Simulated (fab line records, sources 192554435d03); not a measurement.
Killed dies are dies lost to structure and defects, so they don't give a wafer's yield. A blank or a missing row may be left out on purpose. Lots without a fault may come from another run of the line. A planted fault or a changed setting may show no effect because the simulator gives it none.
fab line records | flow n5_finfet | part 2 of 2: steps 19 to 28 of 28
record lots=5 wafers=15 last_day=18
route steps=1938 shown FIN_CUT@171 STI_FIN_REVEAL@183
lots that met no fault: from a run of the same line without faults
start_h: hours from the record's first day to the start of the lot's first wafer shown | wait_h: hours since the lot's step before | " the same as in the row above | L1.1+2: a row that stands for several wafers | - no value, or no start given | * or withheld: withheld | < > ~ a bound
route shown NAME@n: a module of which the file shows steps, and the number in the route of the first | usual: mean/standard deviation of fault-free wafers | same: alike in all rows | chamber/n: place in a boat | sites: the reading at each site | _std_site: their standard deviation | _edge_site: outer sites' mean less inner sites' | radius_mm: how far each site lies from the wafer's centre | mask NAME#n: copy n | behind: the tool/chamber that last shaped the wafer | hold: why the lot was held/for how many hours/how that ended | device: the transistor (n, p or np) that didn't switch | end of line: the same wafers' tests at the end of the route | a step without rows: its recipe alone | killed: dies lost to structure and defects at the first sort, not the wafer's yield | map: a wafer's dies, x killed, . not, _ none there
set.NAME: the setting as run; set.NAME@STEP: as run at that earlier step | model.NAME: the simulator's own value behind a step, which no gauge read
lots at some steps of the route; a table a step, a row a wafer
services: from which hour (start_h, from the record's first day; less than 0 if before it) a tool's chamber was out of use, for how many hours, and why
## steps
# step N5_STI_FIN_REVEAL_DENSIFY_30
# recipe temp_c=* time_s=* ambient=N2 idle_temp_c=600 ramp_up_c_per_s=150 ramp_down_c_per_s=60 cool_to_c=600
# usual lamp_power_pct=11.53/0.055 lamp_zone_1_pct=11.530/0.019 wafer_temp_C_max=*
# columns lot.wafer tool chamber start_h wait_h lamp_power_pct lamp_zone_1_pct wafer_temp_C_max
L075.1 rtp_anneal-01 0 40.14 0.0 11.49 11.527 *
L075.4 " 0 " " 11.51 11.547 *
L075.6 " 0 " " 11.41 11.522 *
L076.2 rtp_anneal-01 0 46.74 0.1 11.57 11.534 *
L076.3 " 0 " " 11.52 11.556 *
L076.6 " 0 " " 11.52 11.528 *
L083.1 rtp_anneal-02 0 87.64 0.0 11.43 11.564 *
L083.4 " 0 " " 11.52 11.506 *
L083.6 " 0 " " 11.48 11.513 *
L087.3 rtp_anneal-01 0 113.87 0.1 11.57 11.567 *
L087.4 " 0 " " 11.52 11.581 *
L087.5 " 0 " " 11.52 11.493 *
L092.1 rtp_anneal-01 0 143.45 0.2 11.53 11.527 *
L092.2 " 0 " " 11.45 11.554 *
L092.3 " 0 " " 11.58 11.536 *
# step N5_STI_FIN_REVEAL_ETCHBACK_08
# recipe chemistry=C4F6/O2 target=SiO2 target_depth_a=305 time_s=10.167 ion_energy_ev=250 pressure_mtorr=30 source_w=345 bias_w=185 Ar_flow_sccm=300 C4F6_flow_sccm=10 O2_flow_sccm=10
# usual drypump_motor_current_A=5.67/0.26 oes_o_777_au=0.80/0.1 oes_product_au=0.81/0.11 rf_vpp_V=668/13 showerhead_plenum_p_Torr=2.90/0.1 throttle_valve_pct=21.13/0.24
# columns lot.wafer tool chamber start_h wait_h drypump_motor_current_A oes_o_777_au oes_product_au rf_hours_counter_h rf_vpp_V showerhead_plenum_p_Torr throttle_valve_pct
L075.1 rie_diel-06 1 40.54 0.4 5.62 0.93 0.93 26 678 2.81 20.93
L075.4 " 3 " " 5.27 0.71 0.72 - 653 2.95 21.03
L075.6 " 0 " " 5.58 0.93 0.97 - 667 3.02 21.09
L076.2 rie_diel-06 1 46.92 0.2 5.59 0.93 0.92 30 679 2.81 20.94
L076.3 " 0 " " 5.58 0.89 0.95 5 666 3.02 21.09
L076.6 " 1 " " 5.62 0.92 0.91 - 679 2.81 20.93
L083.1 rie_diel-06 3 87.89 0.2 5.27 0.70 0.72 221 654 2.94 21.06
L083.4 " 1 " " 5.64 0.90 0.88 44 677 2.80 20.96
L083.6 " 2 " " 5.78 0.92 0.95 - 692 3.05 20.84
L087.3 rie_diel-06 3 114.05 0.1 5.26 0.70 0.71 230 653 2.94 21.05
L087.4 " 0 " " 5.60 0.84 0.88 30 665 3.01 21.12
L087.5 " 3 " " 5.26 0.70 0.71 - 656 2.94 21.08
L092.1 rie_diel-04 0 143.96 0.5 5.41 0.68 0.69 217 676 2.83 21.13
L092.2 " 2 " " 5.45 0.69 0.70 207 658 2.71 21.66
L092.3 " 3 " " 6.00 0.87 0.90 31 694 3.03 21.18
# step N5_STI_FIN_REVEAL_STRIP_24
# recipe chemistry=N2/H2 time_s=90 power_w=100 temp_c=40 pressure_mtorr=100 rf_frequency_hz=6e+07 bias_power_w=3 n2_flow_sccm=300 h2_flow_sccm=300
# usual drypump_motor_current_A=5.68/0.26 oes_product_au=0.81/0.11 rf_vpp_V=45.5/0.92 showerhead_plenum_p_Torr=3.43/0.12 throttle_valve_pct=12.15/0.29
# columns lot.wafer tool chamber start_h wait_h drypump_motor_current_A oes_product_au rf_hours_counter_h rf_vpp_V showerhead_plenum_p_Torr throttle_valve_pct
L075.1 rie_diel-06 1 40.57 0.0 5.60 0.90 26 46.5 3.32 11.95
L075.4 " 3 " " 5.29 0.72 - 44.7 3.48 12.18
L075.6 " 0 " " 5.56 0.97 - 46.3 3.61 12.01
L076.2 rie_diel-06 1 46.96 0.0 5.62 0.90 30 46.1 3.32 11.96
L076.3 " 0 " " 5.58 0.96 5 45.4 3.61 12.02
L076.6 " 1 " " 5.64 0.90 - 44.7 3.32 11.95
L083.1 rie_diel-06 3 87.93 0.0 5.29 0.71 221 44.5 3.47 12.23
L083.4 " 1 " " 5.63 0.87 44 46.0 3.31 12.00
L083.6 " 2 " " 5.77 0.94 - 46.6 3.58 11.58
L087.3 rie_diel-06 3 114.09 0.0 5.29 0.69 230 46.5 3.46 12.26
L087.4 " 0 " " 5.55 0.88 30 45.2 3.60 12.08
L087.5 " 3 " " 5.29 0.70 - 45.3 3.46 12.25
L092.1 rie_diel-04 0 144.00 0.0 5.49 0.68 217 45.1 3.34 12.31
L092.2 " 2 " " 5.46 0.69 207 44.8 3.23 12.67
L092.3 " 3 " " 6.03 0.90 31 46.3 3.60 12.02
# step N5_STI_FIN_REVEAL_PRECLEAN_25
# recipe chemistry=SPM time_s=90 temp_c=120 mix=4:1
# columns lot.wafer tool chamber start_h wait_h
L075.1+4+6 wet_bench-05 0,6,1 40.69 0.1
L076.2+3+6 wet_bench-06 4,3,1 47.08 0.1
L083.1+4+6 wet_bench-06 0,1,4 88.05 0.1
L087.3+4+5 wet_bench-06 0,4,6 114.21 0.1
L092.1+2+3 wet_bench-04 0,6,3 144.13 0.1
# step N5_STI_FIN_REVEAL_PRECLEAN_26
# recipe chemistry=SC1 time_s=45 temp_c=46 mix=1:2:100
# usual nh4oh_flow_mL_min=14.56/0.059
# columns lot.wafer tool chamber start_h wait_h nh4oh_flow_mL_min
L075.1 wet_bench-05 0 40.72 0.0 14.57
L075.4 " 6 " " 14.63
L075.6 " 1 " " 14.60
L076.2 wet_bench-06 4 47.11 0.0 14.51
L076.3 " 3 " " 14.56
L076.6 " 1 " " 14.59
L083.1 wet_bench-06 0 88.08 0.0 14.60
L083.4 " 1 " " 14.48
L083.6 " 4 " " 14.63
L087.3 wet_bench-06 0 114.24 0.0 14.62
L087.4 " 4 " " 14.48
L087.5 " 6 " " 14.54
L092.1 wet_bench-04 0 144.16 0.0 14.58
L092.2 " 6 " " 14.60
L092.3 " 3 " " 14.48
# step N5_STI_FIN_REVEAL_PRECLEAN_29
# recipe chemistry=DHF time_s=30 temp_c=25 dilution=300:1
# columns lot.wafer tool chamber start_h wait_h
L075.1+4+6 wet_bench-05 0,6,1 40.73 0.0
L076.2+3+6 wet_bench-06 4,3,1 47.12 0.0
L083.1+4+6 wet_bench-06 0,1,4 88.09 0.0
L087.3+4+5 wet_bench-06 0,4,6 114.25 0.0
L092.1+2+3 wet_bench-04 0,6,3 144.18 0.0
# step N5_STI_FIN_REVEAL_SRD_12
# recipe time_s=30 temp_c=23 rinse_liquid=diw dry=ipa_marangoni
# columns lot.wafer tool chamber start_h wait_h
L075.1+4+6 wet_bench-05 0,6,1 40.74 0.0
L076.2+3+6 wet_bench-06 4,3,1 47.13 0.0
L083.1+4+6 wet_bench-06 0,1,4 88.10 0.0
L087.3+4+5 wet_bench-06 0,4,6 114.26 0.0
L092.1+2+3 wet_bench-04 0,6,3 144.18 0.0
# step N5_STI_FIN_REVEAL_RECESS_09
# recipe chemistry=HF/NH3 target=SiO2 afs_cycles=11 target_depth_a=425 temp_c=30 sublimation_temp_c=180 sublimation_time_s=60
# usual drypump_motor_current_A=5.4/0.32
# columns lot.wafer tool chamber start_h wait_h drypump_motor_current_A
L075.1 vapor_etch-01 1 40.79 0.0 5.1
L075.4 " 0 " " 5.7
L075.6 " 0 " " 5.7
L076.2 vapor_etch-01 0 47.17 0.0 5.7
L076.3 " 0 " " 5.7
L076.6 " 1 " " 5.1
L083.1 vapor_etch-01 1 88.14 0.0 5.1
L083.4 " 1 " " 5.1
L083.6 " 1 " " 5.1
L087.3 vapor_etch-02 0 114.83 0.6 5.1
L087.4 " 1 " " 5.7
L087.5 " 1 " " 5.7
L092.1 vapor_etch-01 1 144.23 0.0 5.1
L092.2 " 0 " " 5.8
L092.3 " 0 " " 5.7
# step N5_STI_FIN_REVEAL_STRIP_16
# recipe chemistry=H3PO4 material=SiNx temp_c=165 target_depth_a=238 overetch_fraction=0.4964 dry=ipa_marangoni
# columns lot.wafer tool chamber start_h wait_h
L075.1+4+6 wet_bench-05 4,5,3 42.41 1.1
L076.2+3+6 wet_bench-04 2,6,5 48.79 1.1
L083.1+4+6 wet_bench-05 2,7,6 89.76 1.1
L087.3+4+5 wet_bench-04 3,4,1 115.92 0.6
L092.1+2+3 wet_bench-04 0,6,1 145.85 1.1
# step N5_STI_FIN_REVEAL_PRECLEAN_17
# recipe chemistry=NF3:NH3 afs_cycles=1 temp_c=30 time_s=20 sublimation_temp_c=180 sublimation_time_s=60 pressure_torr=3 rf_power_w=30
# columns lot.wafer tool chamber start_h wait_h
L075.1+4+6 remote_plasma-02 0 42.68 0.0
L076.2+3+6 remote_plasma-01 1 49.37 0.1
L083.1+4+6 remote_plasma-01 1 90.03 0.0
L087.3+4+5 remote_plasma-01 0 116.25 0.1
L092.1+2+3 remote_plasma-01 0 146.14 0.0
## services
# columns tool chamber start_h hours kind
rie_diel-06 0 10.03 3.8 repair
rie_diel-01 - 17.80 4.0 pm
fcvd-02 0 19.13 9.9 repair
rie_diel-06 - 19.24 2.8 pm
cmp-02 - 29.27 3.0 pm
rie_si-03 3 29.62 23.7 repair
rie_si-03 1 30.78 2.8 repair
wet_bench-01 - 33.37 4.4 pm
rie_diel-03 3 40.81 3.0 repair
rie_diel-04 1 43.45 2.5 repair
ald_sin-01 3 43.85 10.9 repair
rie_diel-04 - 48.49 0.8 repair
ald_sin-01 - 51.41 6.0 pm
rie_diel-01 1 60.30 3.8 repair
ald_sin-01 1 61.03 4.4 repair
rie_diel-03 2 73.79 3.4 repair
ald_sin-01 3 76.17 3.8 repair
ald_sin-01 - 85.44 14.0 pm
rie_diel-02 2 88.89 6.0 repair
fcvd-02 - 93.53 0.8 repair
rie_diel-03 0 96.09 2.1 repair
wet_bench-03 - 101.50 16.7 repair
rie_diel-03 1 123.37 2.8 repair
ald_sin-03 - 126.49 14.6 pm
